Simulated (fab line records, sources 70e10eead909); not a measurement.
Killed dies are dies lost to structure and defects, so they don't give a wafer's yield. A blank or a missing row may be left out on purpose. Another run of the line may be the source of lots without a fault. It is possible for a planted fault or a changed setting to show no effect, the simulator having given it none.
Chamber matching + flow nand_harc + NHARC_A_CONTACT_ETCH_102 on rie_diel-02 has 4 sister chambers
The step etches the open film in CF4/O2, target depth 100 nm, overetch 10 nm, time 55 s. 14 wafers are shown with their chamber, then 7 later ones without.

## WAFERS, EACH WITH ITS CHAMBER
| wafer  | chamber | showerhead_plenum_p_Torr (Torr) | rf_vpp_V (V) | throttle_valve_pct (%) |
|--------|---------|---------------------------------|--------------|------------------------|
| L074.1 | 1       | 1.40                            | 199.1        | 13.386                 |
| L074.2 | 0       | 1.26                            | 196.2        | 13.400                 |
| L074.5 | 3       | 1.30                            | 197.2        | 13.406                 |
| L081.3 | 2       | 1.33                            | 199.7        | 13.398                 |
| L081.4 | 0       | 1.25                            | 195.2        | 13.389                 |
| L081.6 | 2       | 1.33                            | 196.4        | 13.395                 |
| L082.2 | 2       | 1.33                            | 196.7        | 13.389                 |
| L082.4 | 1       | 1.40                            | 199.1        | 13.388                 |
| L082.6 | 3       | 1.29                            | 196.1        | 13.416                 |
| L085.1 | 3       | 1.29                            | 197.9        | 13.397                 |
| L085.2 | 0       | 1.25                            | 196.3        | 13.409                 |
| L085.6 | 2       | 1.33                            | 198.2        | 13.401                 |
| L092.1 | 3       | 1.29                            | 197.1        | 13.399                 |
| L092.5 | 1       | 1.40                            | 198.4        | 13.378                 |

SIGNATURES (means of the wafers above)
| reading                  | chamber 0 | chamber 1 | chamber 2 | chamber 3 | scatter within a chamber |
|--------------------------|-----------|-----------|-----------|-----------|--------------------------|
| showerhead_plenum_p_Torr | 1.2533    | 1.4000    | 1.3300    | 1.2925    | 0.00376                  |
| rf_vpp_V                 | 195.900   | 198.867   | 197.750   | 197.075   | 0.982                    |
| throttle_valve_pct       | 13.39933  | 13.38400  | 13.39575  | 13.40450  | 0.00746                  |
Rule: for a wafer and a chamber, the distance is found by dividing, reading by reading, the gap between the wafer's reading and the chamber's mean by the reading's scatter, squaring, summing and taking the root. The wafer belongs to the nearest chamber; if the next one is less than 2 further off, it can't be placed. How the scatter is found: for the shown wafers, subtract from each reading the mean of its chamber, square and add these, divide the total by (wafers less chambers), then take the root.

## WAFERS MISSING THEIR CHAMBER
| wafer  | showerhead_plenum_p_Torr (Torr) | rf_vpp_V (V) | throttle_valve_pct (%) |
|--------|---------------------------------|--------------|------------------------|
| L092.6 | 1.25                            | 196.8        | 13.400                 |
| L094.2 | 1.29                            | 196.8        | 13.398                 |
| L094.4 | 1.25                            | 197.9        | 13.399                 |
| L094.5 | 1.29                            | 197.2        | 13.395                 |
| L096.1 | 1.40                            | 199.2        | 13.399                 |
| L096.3 | 1.29                            | 196.5        | 13.382                 |
| L096.6 | 1.25                            | 196.8        | 13.392                 |

## THE CHAMBER EACH PASSED THROUGH
| wafer  | from the rows above | in truth |
|--------|---------------------|----------|
| L092.6 | 0                   | 0        |
| L094.2 | 3                   | 3        |
| L094.4 | 0                   | 0        |
| L094.5 | 3                   | 3        |
| L096.1 | 1                   | 1        |
| L096.3 | 3                   | 3        |
| L096.6 | 0                   | 0        |
Placed correctly: 7 of 7. Not placeable from these rows: 0. 0 placed wrongly.
